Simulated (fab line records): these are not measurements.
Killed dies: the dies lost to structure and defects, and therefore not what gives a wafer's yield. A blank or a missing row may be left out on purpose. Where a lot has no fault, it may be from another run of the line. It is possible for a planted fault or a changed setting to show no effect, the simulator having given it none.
Matching of chambers	flow nand-harc	4 sister chambers for NHARC_P_BONDPAD_CMP_19 on cmp-04
The step polishes, t overpolish 30 s, cu recess touch 16 s, target thk 160.81 nm. 16 wafers are shown with their chamber, then 8 later ones without.

== WAFERS WITH THEIR CHAMBER ==
wafer	chamber	motor-current-A (A)	overpolish-run-s (s)	edge-zone-pressure-frac
L074.1	0	14.0	30.012	0.994
L074.3	2	12.6	30.006	1.002
L074.6	2	12.9	29.983	1.000
L076.1	2	12.9	30.011	0.996
L076.3	0	13.1	30.007	1.003
L076.5	2	12.7	30.004	0.995
L080.1	2	12.2	29.987	0.999
L080.4	1	11.8	30.015	0.993
L080.6	2	12.6	30.019	0.997
L081.1	2	12.3	29.991	0.992
L081.2	1	12.2	29.989	1.000
L081.5	1	12.4	30.018	0.995
L087.1	3	10.9	30.013	1.000
L087.3	2	12.5	30.000	0.996
L087.6	2	12.7	29.995	1.003
L088.4	3	10.7	30.007	0.997

SIGNATURES (averages over the wafers above)
reading	chamber 0	chamber 1	chamber 2	chamber 3	scatter within a chamber
motor-current-A	13.550	12.133	12.600	10.800	0.299
overpolish-run-s	30.00950	30.00733	29.99956	30.01000	0.0117
edge-zone-pressure-frac	0.99850	0.99600	0.99778	0.99850	0.00377
Rule: distance of a wafer from a chamber = root of the sum over the readings of ((wafer's reading minus chamber's mean) / reading's scatter) squared. If the next closest chamber is less than 2 further off than the closest, the wafer can't be placed; otherwise it belongs to the closest. How the scatter is found: for the shown wafers, subtract from each reading the mean of its chamber, square and add these, divide the total by (wafers less chambers), then take the root.

== WAFERS WHOSE CHAMBER IS MISSING ==
wafer	motor-current-A (A)	overpolish-run-s (s)	edge-zone-pressure-frac
L088.5	13.2	29.995	1.000
L088.6	12.7	30.009	1.001
L094.2	12.4	29.985	0.997
L094.3	13.0	30.009	0.989
L094.4	12.4	29.986	1.012
L096.1	12.7	30.012	0.990
L096.4	11.4	29.985	1.001
L096.6	11.8	29.990	0.987

== CHAMBER TAKEN BY EACH ==
wafer	from the rows above	in truth
L088.5	can't be placed: 0 or 2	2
L088.6	can't be placed: 2 or 1 or 0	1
L094.2	can't be placed: 2 or 1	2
L094.3	can't be placed: 2 or 0 or 1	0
L094.4	can't be placed: 2 or 1 or 0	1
L096.1	can't be placed: 2 or 1 or 0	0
L096.4	can't be placed: 3 or 1 or 2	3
L096.6	can't be placed: 1 or 2 or 3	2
Correct placement for 0 of the 8. These rows do not allow placing 8 (true chamber among the candidates in 8). 0 placed wrongly.
